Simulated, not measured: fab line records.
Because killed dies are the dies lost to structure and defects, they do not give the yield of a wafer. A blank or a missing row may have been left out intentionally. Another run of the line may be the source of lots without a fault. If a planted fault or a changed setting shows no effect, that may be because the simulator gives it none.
A struck lot beside a sound one -- flow n5 finfet -- 16 out of 1938 route steps
Sound: wafers L552.1, L552.4, L552.5. Struck: wafers L567.3, L567.6 (left out: L567.2, a lot-mate that was not struck); the cause follows at the end.
Order at every step that has rows: each side's tool, ch and its chambers, its first start. Under that, the readings that differ: sound wafers -- struck wafers -- difference of the means -- sigmas: that difference in standard deviations of wafers without a fault.
alike: readings with means less than 2 such deviations apart, plus words and numbers identical on both sides. not compared: withheld readings, readings lacking a value on some wafer, bounds such as >300 that could conceal the same value, and numbers that have no deviation in the record and whose values overlap.
Wherever a step has rows on one side only, a row that says differs or no value, or a row with sigmas, the two part there. Non-overlapping numbers with no deviation appear without sigmas and do not part them. A reading missing from all wafers of one side parts the sides only when that side holds two or more wafers.

N5_BEOL_M3_SPUTTER_92: material Cu, target thk 4.5 nm, time 8.29 s.
  sound: pvd sputter-01 at day 8 10:50; struck: pvd sputter-01 at day 13 05:12
  alike: chuck gas flow sccm, throttle valve pct
then, 2 steps without rows for these wafers: N5_BEOL_M3_ANNEAL_93 (time 240 s); N5_BEOL_M3_SPUTTER_94 (material Cu, target thk 4.5 nm, time 8.29 s).
N5_BEOL_M3_ANNEAL_95: time 240 s.
  sound: pvd sputter-01 at day 8 11:08; struck: pvd sputter-01 at day 13 05:30
  alike: heater power w
N5_BEOL_M3_SPUTTER_96: material Cu, target thk 4.5 nm, time 8.29 s.
  sound: pvd sputter-01 at day 8 11:16; struck: pvd sputter-01 at day 13 05:38
  alike: chuck gas flow sccm, throttle valve pct
then, 3 steps without rows for these wafers: N5_BEOL_M3_ECD_50 (material Cu, target thk 300 nm); N5_BEOL_M3_ANNEAL_51 (time 90 s); N5_BEOL_M3_CMP_52 (polishes, stops on SiOC, t overpolish 6.8 s, target thk 40 nm).
N5_BEOL_M3_THK_MEAS_53: measures by xrf.
  sound: film metro-02 at day 8 14:44; struck: film metro-02 at day 13 06:26
  alike: M3_THK
N5_BEOL_M3_PRE_CLEAN_60: time 15 s.
  sound on cvd co-01 ch 0,1,2, day 8 14:47; struck on cvd co-02 ch 0, day 13 06:28
  alike: heater power w, rf fwd power W
  not compared: since wet clean h
N5_BEOL_M3_CO_CAP_55: material Co, precursor CCTBA/H2, target thk 2 nm, time 102.1 s.
  sound on cvd co-01 ch 0,1,2, day 8 14:49; struck on cvd co-02 ch 0, day 13 06:31
  alike: heater power w
  not compared: since wet clean h
then, 1 step without rows for these wafers: N5_BEOL_M3_PRE_CLEAN_56 (time 15 s).
N5_BEOL_M3_DEP_57: deposits SiCN from 3MS/NH3, target thk 8 nm, time 14 s.
  sound on pecvd-02 ch 0,1,2, day 8 14:56; struck on pecvd-02 ch 0, day 13 06:38
reading,sound,struck,difference,sigmas
rf fwd power W (W),198.7 199.0 199.7,- -,no value on the struck wafers,
model.SiCN_of_BEOL_M3_DEP_57.thk nm (nm),8 8 8,6.2 6.2,-1.8,
  alike: showerhead plenum p Torr, throttle valve pct
  not compared: since wet clean h
N5_BEOL_M3_RS_MEAS_58: uses a four-point probe to measure.
  sound: film metro-02 at day 8 15:00; struck: film metro-01 at day 13 06:41
  alike: M3_RS
N5_BEOL_M4_RC_MEAS_101:
  sound on prober-02 ch 0, day 9 02:42; struck on prober-02 ch 0, day 14 04:32
  alike: DIBL_N, DIBL_P, IOFF_N, IOFF_P, ION_N, ION_P, SS_N, SS_P, VT_N, VT_P
-- here the record skips 5 days between the struck wafers' starts before and after, leaving off in module BEOL_M4 and picking up in module PASSIVATION (first step shown: number 1936 of the route) --
N5_PASSIVATION_PROBE_49:
  sound: prober-02 at day 13 02:31; struck: prober-01 at day 18 23:41
  alike: defect limited yield, killed_at_M0_to_M3, killed_at_M4_up, killed at contacts, killed at front end, killed at other, killed dies, killed open, killed short, sort_bin_4_leakage, sort_bin_5_function, sort_bin_6_memory, sort n pass, sort yield pct

WHERE THEY PART
Within this record, at N5_BEOL_M3_DEP_57 only. Later steps at which nothing parts them and some readings are alike: N5_BEOL_M3_RS_MEAS_58, N5_BEOL_M4_RC_MEAS_101, N5_PASSIVATION_PROBE_49.

WHY: what the simulator had put in
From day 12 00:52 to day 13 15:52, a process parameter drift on pecvd-02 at N5_BEOL_M3_DEP_57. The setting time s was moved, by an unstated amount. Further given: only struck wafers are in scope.
